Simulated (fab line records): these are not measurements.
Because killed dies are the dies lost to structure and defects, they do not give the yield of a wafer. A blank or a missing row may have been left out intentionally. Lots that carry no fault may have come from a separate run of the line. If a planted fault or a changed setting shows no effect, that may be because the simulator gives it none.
fab line records -- flow nand-harc -- part 1 of 2: steps 1 to 3 of 6
record lots=20, wafers=60, last-day=33
route steps=1302 shown A_CONTACT@1098 A_BLC@1126 A_M0@1151 A_M1@1183
lots untouched by any fault: they come from a run of this same line in which no faults occurred
start-h: the number of hours between the record's first day and the start of the first shown wafer of the lot -- wait-h: hours from the lot's prior step to this one -- " the same as in the row above -- L1.1+2: one row covering several wafers at once -- - no value, or no start was given -- * or withheld: withheld -- < > ~ a bound
route shown NAME@n: NAME is a module with steps in the file, n the number in the route of the first one -- usual: mean/standard deviation of fault-free wafers -- same: alike in all rows -- chamber/n: place in a boat -- sites: per-site readings -- _std_site: their standard deviation -- _edge_site: inner sites' mean taken away from outer sites' mean -- radius-mm: how far each site lies from the wafer's centre -- mask NAME#n: copy n -- behind: the last tool/chamber to shape the wafer -- hold: why the lot went on hold/how many hours it stayed there/how the hold came to an end -- device: transistor that didn't switch, given as n, p or np -- end of line: tests of these same wafers at the route's end -- step lacking rows: just its recipe -- killed: count of dies lost to structure and defects at first sort (not the wafer's yield) -- map: a wafer's dies, x killed, . not, _ none there
set.NAME: the setting that was run; set.NAME@STEP: the one run at that earlier step -- model.NAME: the simulator's own value behind a step, which no gauge read
one table for each step of the route and one row for each wafer, over a sample of lots
services: when a tool's chamber went out of use (start-h, in hours from the record's first day, below 0 if earlier), for how many hours, and the reason
## steps
# step NHARC_A_CONTACT_ETCH_110
# recipe target-depth-a=600, overetch-a=60, time-s=33, ion-energy-ev=100, cf4-flow-sccm=80, o2-flow-sccm=20, ar-flow-sccm=0, rf-w=300, bias-w=100, chemistry=CF4/O2
# usual drypump-motor-current-A=5.7/0.42, oes-product-au=0.998/0.011, rf-fwd-power-W=295.7/1.3, rf-vpp-V=198.3/1.3, showerhead-plenum-p-Torr=1.36/0.056, throttle-valve-pct=13.399/0.01
lot.wafer,tool,chamber,start-h,wait-h,drypump-motor-current-A,oes-product-au,rf-fwd-power-W,rf-hours-counter-h,rf-vpp-V,showerhead-plenum-p-Torr,throttle-valve-pct
L074.4,rie-diel-11,0,516.28,0.1,5.9,1.002,297.5,13,199.6,1.42,13.414
L074.5,rie-diel-11,1,516.28,0.1,5.8,0.992,295.7,-,197.8,1.28,13.403
L074.6,rie-diel-11,2,516.28,0.1,5.2,1.008,295.7,-,198.0,1.38,13.403
L076.4,rie-diel-11,3,531.71,0.1,5.4,1.007,292.7,15,200.1,1.38,13.411
L076.2,rie-diel-11,0,531.71,0.1,6.0,0.994,297.2,16,198.0,1.42,13.409
L076.6,rie-diel-11,2,531.71,0.1,5.2,1.000,296.1,-,199.3,1.38,13.392
L075.1,rie-diel-11,2,535.24,0.1,5.2,0.997,298.1,14,199.4,1.38,13.406
L075.2,rie-diel-11,1,535.24,0.1,5.8,0.988,297.2,16,197.0,1.28,13.394
L075.6,rie-diel-11,2,535.24,0.1,5.2,0.995,297.8,-,198.8,1.38,13.393
L077.4,rie-diel-11,3,542.67,0.0,5.4,1.003,293.3,16,199.4,1.38,13.387
L077.1,rie-diel-11,0,542.67,0.0,6.0,0.998,295.8,17,199.2,1.42,13.380
L077.6,rie-diel-11,0,542.67,0.0,6.0,1.003,296.9,-,199.2,1.42,13.399
L078.4,rie-diel-04,3,543.14,0.1,6.4,0.989,296.6,0,196.9,1.29,13.403
L078.2,rie-diel-04,0,543.14,0.1,6.1,0.969,295.7,0,198.0,1.37,13.416
L078.3,rie-diel-04,2,543.14,0.1,6.0,1.002,296.4,0,198.6,1.44,13.381
L079.2,rie-diel-13,2,557.74,0.1,5.9,1.011,294.6,13,196.5,1.33,13.390
L079.4,rie-diel-13,1,557.74,0.1,5.5,1.000,294.8,10,199.9,1.43,13.399
L079.6,rie-diel-13,3,557.74,0.1,6.6,0.985,295.8,-,198.0,1.24,13.403
L080.2,rie-diel-11,1,574.79,0.1,5.8,0.989,296.0,22,197.2,1.28,13.385
L080.5,rie-diel-11,1,574.79,0.1,5.8,0.998,296.0,-,196.8,1.28,13.394
L080.6,rie-diel-11,2,574.79,0.1,5.2,1.003,296.2,-,198.7,1.38,13.393
L082.1,rie-diel-11,2,587.43,0.1,5.2,0.999,296.1,23,199.0,1.37,13.400
L082.4,rie-diel-11,1,587.43,0.1,5.8,0.995,295.3,23,196.5,1.28,13.400
L082.6,rie-diel-11,3,587.43,0.1,5.4,1.017,295.2,-,199.8,1.38,13.395
L085.4,rie-diel-11,2,628.19,0.1,5.2,0.998,297.5,2,199.0,1.37,13.399
L085.2,rie-diel-11,3,628.19,0.1,5.4,1.002,293.7,2,199.2,1.38,13.405
L085.5,rie-diel-11,2,628.19,0.1,5.2,0.989,296.4,-,198.3,1.37,13.395
L083.4,rie-diel-13,2,631.38,0.8,5.9,1.029,293.3,39,198.5,1.32,13.434
L083.3,rie-diel-13,3,631.38,0.8,6.6,0.990,295.5,40,196.3,1.24,13.406
L083.2,rie-diel-13,0,631.38,0.8,5.9,0.995,295.2,31,196.6,1.28,13.396
L086.1,rie-diel-13,3,633.58,0.0,6.5,0.987,295.9,40,195.7,1.24,13.401
L086.6,rie-diel-13,3,633.58,0.0,6.6,0.975,295.9,-,196.9,1.24,13.388
L086.5,rie-diel-13,0,633.58,0.0,5.9,0.994,296.0,-,197.3,1.28,13.400
L084.1,rie-diel-11,0,635.16,0.1,6.0,0.998,298.9,4,198.9,1.41,13.399
L084.3,rie-diel-11,2,635.16,0.1,5.2,0.994,296.1,3,199.0,1.37,13.397
L084.5,rie-diel-11,0,635.16,0.1,6.0,0.995,297.6,-,197.6,1.41,13.422
L087.3,rie-diel-11,0,653.99,0.1,6.0,1.012,296.6,7,197.5,1.41,13.396
L087.1,rie-diel-11,2,653.99,0.1,5.2,0.993,296.3,6,199.1,1.37,13.389
L087.5,rie-diel-11,0,653.99,0.1,6.0,0.996,295.8,-,199.6,1.41,13.410
L088.4,rie-diel-04,0,658.47,0.1,6.1,0.986,295.5,40,197.5,1.36,13.390
L088.2,rie-diel-04,2,658.47,0.1,6.0,1.020,297.9,42,200.6,1.43,13.386
L088.6,rie-diel-04,1,658.47,0.1,4.8,0.999,294.5,-,198.8,1.39,13.424
L089.2,rie-diel-11,2,668.10,0.0,5.2,0.996,295.0,9,198.8,1.37,13.397
L089.3,rie-diel-11,1,668.10,0.0,5.8,0.993,296.9,10,196.6,1.28,13.404
L089.6,rie-diel-11,2,668.10,0.0,5.2,0.984,296.2,-,199.4,1.37,13.390
L091.3,rie-diel-13,2,672.43,0.1,5.9,1.014,293.6,56,198.1,1.32,13.411
L091.2,rie-diel-13,0,672.43,0.1,5.9,1.000,293.4,51,196.7,1.27,13.402
L091.4,rie-diel-13,1,672.43,0.1,5.5,0.998,295.9,-,198.6,1.42,13.400
L093.2,rie-diel-11,2,709.86,0.1,5.2,0.992,294.5,17,198.9,1.37,13.395
L093.3,rie-diel-11,0,709.86,0.1,6.0,1.002,297.1,18,197.2,1.41,13.395
L093.6,rie-diel-11,1,709.86,0.1,5.8,0.990,297.8,-,197.6,1.28,13.386
L095.1,rie-diel-04,0,721.09,0.1,6.0,0.998,294.7,0,197.3,1.36,13.393
L095.4,rie-diel-04,2,721.09,0.1,6.0,1.002,296.9,0,198.1,1.42,13.385
L095.3,rie-diel-04,3,721.09,0.1,6.3,0.996,296.7,0,197.8,1.28,13.417
L096.3,rie-diel-04,3,729.62,0.1,6.4,0.991,297.5,4,197.9,1.28,13.390
L096.1,rie-diel-04,2,729.62,0.1,6.0,1.012,296.8,5,199.3,1.42,13.396
L096.6,rie-diel-04,3,729.62,0.1,6.4,0.989,297.3,-,197.4,1.28,13.399
L097.2,rie-diel-11,2,739.45,0.1,5.2,1.003,296.3,21,198.3,1.37,13.412
L097.5,rie-diel-11,0,739.45,0.1,6.0,0.999,297.4,-,199.3,1.41,13.409
L097.4,rie-diel-11,3,739.45,0.1,5.4,1.008,295.0,-,200.2,1.38,13.406
# step NHARC_A_CONTACT_STRIP_26
# recipe o2-flow-sccm=500, ar-flow-sccm=0, bias-w=0, chemistry=O2
# usual drypump-motor-current-A=5.7/0.4, oes-product-au=0.999/0.0096, rf-vpp-V=57.9/0.9, showerhead-plenum-p-Torr=3.59/0.14, throttle-valve-pct=17.036/0.0088
lot.wafer,tool,chamber,start-h,wait-h,drypump-motor-current-A,oes-product-au,rf-hours-counter-h,rf-vpp-V,showerhead-plenum-p-Torr,throttle-valve-pct
L074.4,rie-diel-11,0,-,-,6.0,0.990,13,57.0,3.73,17.044
L074.5,rie-diel-11,3,-,-,5.4,1.008,-,57.5,3.65,17.050
L074.6,rie-diel-11,0,-,-,6.0,1.001,-,56.7,3.73,17.033
L076.2,rie-diel-11,0,-,-,6.0,0.993,16,57.9,3.73,17.047
L076.4,rie-diel-11,3,-,-,5.4,0.996,15,56.9,3.65,17.035
L076.6,rie-diel-11,1,-,-,5.8,0.993,-,58.4,3.40,17.031
L075.2,rie-diel-11,1,-,-,5.8,0.993,16,58.9,3.40,17.028
L075.1,rie-diel-11,2,-,-,5.2,1.006,15,58.8,3.63,17.035
L075.6,rie-diel-11,2,-,-,5.2,0.989,-,57.7,3.63,17.054
L077.1,rie-diel-11,2,-,-,5.2,0.992,15,58.9,3.63,17.037
L077.4,rie-diel-11,1,-,-,5.8,0.988,17,57.8,3.40,17.047
L077.6,rie-diel-11,3,-,-,5.4,1.012,-,57.2,3.65,17.020
L078.4,rie-diel-04,1,-,-,4.8,0.986,0,58.4,3.68,17.020
L078.2,rie-diel-04,2,-,-,6.0,1.008,0,56.9,3.78,17.038
L078.3,rie-diel-04,0,-,-,6.1,0.978,0,58.1,3.62,17.020
L079.2,rie-diel-13,0,-,-,5.9,1.001,10,57.5,3.39,17.051
L079.4,rie-diel-13,2,-,-,5.9,1.009,13,57.4,3.52,17.049
L079.6,rie-diel-13,0,-,-,5.9,0.992,-,58.3,3.39,17.044
L080.2,rie-diel-11,3,-,-,5.4,1.008,22,59.3,3.65,17.034
L080.6,rie-diel-11,2,-,-,5.2,0.999,-,59.5,3.63,17.034
L080.5,rie-diel-11,3,-,-,5.4,1.004,-,57.4,3.65,17.029
L082.4,rie-diel-11,0,-,-,6.0,0.998,24,57.4,3.73,17.039
L082.1,rie-diel-11,2,-,-,5.2,1.004,23,57.2,3.63,17.033
L082.6,rie-diel-11,0,-,-,6.0,0.993,-,57.8,3.73,17.026
L085.2,rie-diel-11,3,-,-,5.4,1.004,2,58.3,3.64,17.045
L085.4,rie-diel-11,2,-,-,5.2,1.004,2,58.1,3.63,17.036
L085.5,rie-diel-11,0,-,-,6.0,0.998,-,58.4,3.72,17.024
L083.2,rie-diel-13,1,-,-,5.5,1.003,36,59.1,3.76,17.047
L083.4,rie-diel-13,2,-,-,5.9,1.011,39,57.4,3.50,17.040
L083.3,rie-diel-13,3,-,-,6.6,0.986,40,56.9,3.28,17.018
L086.1,rie-diel-13,1,-,-,5.5,0.998,37,58.8,3.76,17.031
L086.5,rie-diel-13,1,-,-,5.5,1.003,-,57.2,3.76,17.049
L086.6,rie-diel-13,2,-,-,5.9,1.017,-,58.5,3.50,17.031
L084.1,rie-diel-11,0,-,-,6.0,0.999,4,58.2,3.72,17.045
L084.3,rie-diel-11,3,-,-,5.5,1.004,3,58.4,3.64,17.060
L084.5,rie-diel-11,0,-,-,6.0,1.000,-,59.8,3.72,17.030
L087.3,rie-diel-11,1,-,-,5.8,0.989,7,56.5,3.39,17.033
L087.1,rie-diel-11,0,-,-,6.0,1.006,7,58.7,3.72,17.046
L087.5,rie-diel-11,0,-,-,6.0,0.996,-,58.3,3.72,17.048
L088.4,rie-diel-04,1,-,-,4.8,1.001,37,57.2,3.66,17.035
L088.2,rie-diel-04,2,-,-,6.0,1.010,42,58.5,3.76,17.020
L088.6,rie-diel-04,1,-,-,4.8,1.001,-,57.7,3.66,17.034
L089.3,rie-diel-11,3,-,-,5.4,1.012,7,57.4,3.64,17.040
L089.2,rie-diel-11,1,-,-,5.8,0.997,10,57.9,3.39,17.038
L089.6,rie-diel-11,0,-,-,6.0,0.998,-,57.4,3.72,17.028
L091.3,rie-diel-13,1,-,-,5.5,0.999,40,58.5,3.75,17.044
L091.2,rie-diel-13,2,-,-,5.9,1.017,56,57.9,3.49,17.029
L091.4,rie-diel-13,1,-,-,5.5,1.000,-,59.0,3.75,17.037
L093.3,rie-diel-11,0,-,-,6.0,1.009,18,59.0,3.72,17.030
L093.2,rie-diel-11,2,-,-,5.2,1.005,17,60.0,3.62,17.040
L093.6,rie-diel-11,0,-,-,6.0,1.006,-,58.2,3.72,17.030
L095.3,rie-diel-04,0,-,-,6.1,1.002,0,57.5,3.59,17.065
L095.1,rie-diel-04,1,-,-,4.8,0.990,0,57.8,3.65,17.042
L095.4,rie-diel-04,3,-,-,6.4,0.992,0,56.7,3.38,17.017
L096.1,rie-diel-04,1,-,-,4.8,1.000,5,58.9,3.65,17.040
L096.3,rie-diel-04,3,-,-,6.4,1.001,4,58.7,3.38,17.031
L096.6,rie-diel-04,1,-,-,4.8,0.990,-,58.4,3.65,17.040
L097.2,rie-diel-11,0,-,-,6.0,0.994,21,58.6,3.71,17.041
L097.5,rie-diel-11,2,-,-,5.2,1.003,-,59.0,3.62,17.037
L097.4,rie-diel-11,0,-,-,6.0,1.002,-,57.4,3.71,17.038
# step NHARC_A_BLC_STRIP_21
# recipe o2-flow-sccm=500, ar-flow-sccm=0, bias-w=0, chemistry=O2
# usual drypump-motor-current-A=5.5/0.37, oes-product-au=1.003/0.0094, rf-vpp-V=57.5/0.91, showerhead-plenum-p-Torr=3.42/0.11, throttle-valve-pct=17.037/0.0092
lot.wafer,tool,chamber,start-h,wait-h,drypump-motor-current-A,oes-product-au,rf-hours-counter-h,rf-vpp-V,showerhead-plenum-p-Torr,throttle-valve-pct
L074.4,rie-diel-09,0,520.25,0.1,6.0,1.000,2,58.3,3.32,17.038
L074.5,rie-diel-09,0,520.25,0.1,6.0,1.001,-,57.3,3.32,17.036
L074.6,rie-diel-09,1,520.25,0.1,5.1,0.989,-,58.0,3.51,17.055
L076.4,rie-diel-09,1,535.76,0.1,5.2,1.001,3,56.8,3.51,17.032
L076.2,rie-diel-09,2,535.76,0.1,5.1,1.007,3,59.8,3.50,17.039
L076.6,rie-diel-09,0,535.76,0.1,6.0,0.997,-,55.4,3.32,17.018
L075.1,rie-diel-09,1,539.58,0.1,5.1,1.007,3,58.5,3.51,17.031
L075.2,rie-diel-09,2,539.58,0.1,5.1,1.007,3,57.2,3.50,17.054
L075.6,rie-diel-09,3,539.58,0.1,5.7,1.001,-,57.4,3.33,17.032
L077.1,rie-diel-05,1,546.67,0.1,6.0,1.014,9,57.0,3.38,17.023
L077.4,rie-diel-05,3,546.67,0.1,6.1,1.002,9,57.6,3.69,17.045
L077.6,rie-diel-05,0,546.67,0.1,5.0,0.993,-,57.1,3.33,17.032
L078.3,rie-diel-05,2,547.03,0.1,5.3,1.000,9,57.7,3.34,17.033
L078.4,rie-diel-05,3,547.03,0.1,6.0,0.994,9,58.9,3.69,17.039
L078.2,rie-diel-05,1,547.03,0.1,6.0,1.007,9,57.2,3.38,17.039
L079.4,rie-diel-05,3,561.74,0.1,6.1,1.002,11,58.9,3.69,17.041
L079.2,rie-diel-05,0,561.74,0.1,5.0,1.011,10,57.9,3.33,17.031
L079.6,rie-diel-05,2,561.74,0.1,5.3,1.003,-,58.6,3.34,17.048
L080.2,rie-diel-09,3,578.79,0.1,5.8,0.999,7,55.9,3.33,17.032
L080.5,rie-diel-09,1,578.79,0.1,5.2,1.002,-,57.7,3.50,17.028
L080.6,rie-diel-09,2,578.79,0.1,5.1,1.003,-,58.9,3.50,17.044
L082.4,rie-diel-08,0,591.45,0.1,5.5,1.002,15,58.4,3.53,17.036
L082.1,rie-diel-08,1,591.45,0.1,5.9,0.974,16,59.4,3.46,17.041
L082.6,rie-diel-08,0,591.45,0.1,5.5,1.017,-,56.8,3.53,17.030
L085.2,rie-diel-08,1,632.08,0.1,5.9,1.011,26,56.0,3.45,17.029
L085.4,rie-diel-08,0,632.08,0.1,5.6,1.028,27,58.1,3.52,17.046
L085.5,rie-diel-08,2,632.08,0.1,5.4,1.022,-,56.2,3.49,17.024
L083.3,rie-diel-09,1,635.36,0.1,5.1,1.002,12,57.1,3.50,17.042
L083.4,rie-diel-09,2,635.36,0.1,5.1,1.003,11,58.4,3.50,17.037
L083.2,rie-diel-09,3,635.36,0.1,5.7,0.995,12,56.7,3.33,17.038
L086.1,rie-diel-09,3,637.58,0.1,5.7,1.009,12,56.7,3.33,17.055
L086.6,rie-diel-09,2,637.58,0.1,5.1,1.002,-,58.3,3.50,17.047
L086.5,rie-diel-09,3,637.58,0.1,5.7,1.007,-,56.0,3.33,17.034
L084.1,rie-diel-09,3,639.19,0.1,5.8,1.002,12,57.3,3.32,17.026
L084.3,rie-diel-09,0,639.19,0.1,6.0,1.005,12,56.4,3.32,17.033
L084.5,rie-diel-09,2,639.19,0.1,5.1,0.996,-,57.7,3.50,17.050
L087.3,rie-diel-05,1,657.93,0.1,6.0,1.009,3,56.4,3.38,17.041
L087.1,rie-diel-05,3,657.93,0.1,6.0,1.001,4,57.6,3.69,17.048
L087.5,rie-diel-05,1,657.93,0.1,6.0,1.006,-,56.4,3.38,17.025
L088.2,rie-diel-05,0,662.47,0.1,5.0,1.017,5,56.7,3.33,17.030
L088.4,rie-diel-05,2,662.47,0.1,5.3,0.999,3,57.1,3.34,17.038
L088.6,rie-diel-05,1,662.47,0.1,5.9,1.008,-,57.6,3.38,17.047
L089.3,rie-diel-09,2,671.99,0.1,5.1,0.993,14,58.6,3.50,17.038
L089.2,rie-diel-09,0,671.99,0.1,6.0,0.996,16,56.8,3.32,17.031
L089.6,rie-diel-09,1,671.99,0.1,5.1,1.004,-,58.6,3.50,17.027
L091.2,rie-diel-05,1,676.49,0.2,5.9,1.004,5,57.9,3.38,17.037
L091.4,rie-diel-05,3,676.49,0.2,6.1,0.992,6,58.1,3.68,17.055
L091.3,rie-diel-05,0,676.49,0.2,5.0,0.992,6,57.2,3.33,17.041
L093.3,rie-diel-05,1,714.04,0.1,5.9,1.015,8,56.1,3.37,17.038
L093.2,rie-diel-05,2,714.04,0.1,5.3,1.001,8,56.3,3.33,17.059
L093.6,rie-diel-05,1,714.04,0.1,5.9,1.011,-,57.8,3.37,17.029
L095.1,rie-diel-05,3,725.74,0.1,6.0,1.008,8,59.4,3.68,17.030
L095.4,rie-diel-05,0,725.74,0.1,5.0,1.001,10,56.4,3.32,17.029
L095.3,rie-diel-05,2,725.74,0.1,5.3,0.998,9,58.3,3.33,17.047
L096.3,rie-diel-08,0,733.61,0.1,5.6,1.013,1,58.4,3.51,17.039
L096.1,rie-diel-08,1,733.61,0.1,5.9,0.988,1,57.1,3.44,17.042
L096.6,rie-diel-08,0,733.61,0.1,5.5,1.007,-,58.0,3.51,17.038
L097.2,rie-diel-08,0,743.84,0.1,5.6,0.990,1,58.7,3.51,17.041
L097.4,rie-diel-08,2,743.84,0.1,5.4,0.994,1,58.0,3.48,17.035
L097.5,rie-diel-08,1,743.84,0.1,5.9,0.978,-,57.9,3.44,17.033
